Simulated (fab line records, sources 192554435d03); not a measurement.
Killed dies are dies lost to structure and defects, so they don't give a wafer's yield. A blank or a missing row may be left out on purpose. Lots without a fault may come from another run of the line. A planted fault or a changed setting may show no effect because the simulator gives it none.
Which tool did it? | flow n5_finfet | 8 lots, 24 wafers sampled, at 3 steps of a route of 1938

WHAT THE GAUGES READ, wafer by wafer
N5_BEOL_M0_SAQP_OVL_MEAS_41.
lot  | measured     | on         | M0_CUT1_OVL (nm)
L965 | day 6 06:00  | overlay-02 | -1.5 -1.2 -0.9
L968 | day 6 12:46  | overlay-01 | 0.8 0.8 0.1
L970 | day 7 02:43  | overlay-01 | 0.2 1.0 0.9
L980 | day 11 23:16 | overlay-01 | -0.5 0.3 -0.8
L981 | day 11 23:57 | overlay-02 | -0.5 -0.8 -0.8
L982 | day 12 00:07 | overlay-01 | -0.3 -0.6 -0.1
L983 | day 12 00:10 | overlay-02 | 0.4 0.1 0.4
L985 | day 13 05:56 | overlay-02 | -0.8 -0.2 -1.6

WHICH TOOL RAN EACH LOT (tool, then ch and the chambers of the sampled wafers, then the start)
lot  | N5_BEOL_M0_SAQP_DESCUM_19          | N5_BEOL_M0_SAQP_SPACER1_ETCHBACK_99
L965 | rie_diel-03 ch 0,1,3, day 6 02:17  | rie_diel-03 ch 0,1,3, day 6 03:42
L968 | rie_diel-05 ch 0,1,3, day 6 07:49  | rie_diel-05 ch 0,1,3, day 6 09:20
L970 | rie_diel-05 ch 0,1,2, day 6 21:18  | rie_diel-03 ch 0,1,3, day 6 23:16
L980 | rie_diel-03 ch 1,2, day 11 14:08   | rie_diel-03 ch 0,2, day 11 17:05
L981 | rie_diel-02 ch 0,1, day 11 14:10   | rie_diel-03 ch 1,2, day 11 17:16
L982 | rie_diel-05 ch 0,2,3, day 11 14:11 | rie_diel-03 ch 0,2, day 11 17:34
L983 | rie_diel-05 ch 0,1,3, day 11 14:26 | rie_diel-03 ch 1,2, day 11 18:01
L985 | rie_diel-02 ch 0,1,3, day 12 23:40 | rie_diel-03 ch 0,1,2, day 13 01:56
- N5_BEOL_M0_SAQP_DESCUM_19: chemistry O2, time 7.9 s.
- N5_BEOL_M0_SAQP_SPACER1_ETCHBACK_99: etches SiO2 in CHF3/O2, target depth 15.4 nm, time 7.7 s.

THE ANSWER, worked out from the rows above alone
Rule: what is usual is taken from the lots themselves. Put in order of their means at a reading, lots are off if they are a third of the lots or fewer, leave a main group of 4 or more, and stand apart from it by a gap of 3 or more times the standard deviation of the main group's means; of several such gaps the widest counts. A main group whose means are all the same, to the digits that the tables above print for the reading, isn't used. A lot without any number at a reading at which 4 lots or more have one is off too. The other lots that the step has rows for count as sound.
No lot is off at any reading shown: from this, nothing can be told.

WHAT THE SIMULATOR HAD PUT IN
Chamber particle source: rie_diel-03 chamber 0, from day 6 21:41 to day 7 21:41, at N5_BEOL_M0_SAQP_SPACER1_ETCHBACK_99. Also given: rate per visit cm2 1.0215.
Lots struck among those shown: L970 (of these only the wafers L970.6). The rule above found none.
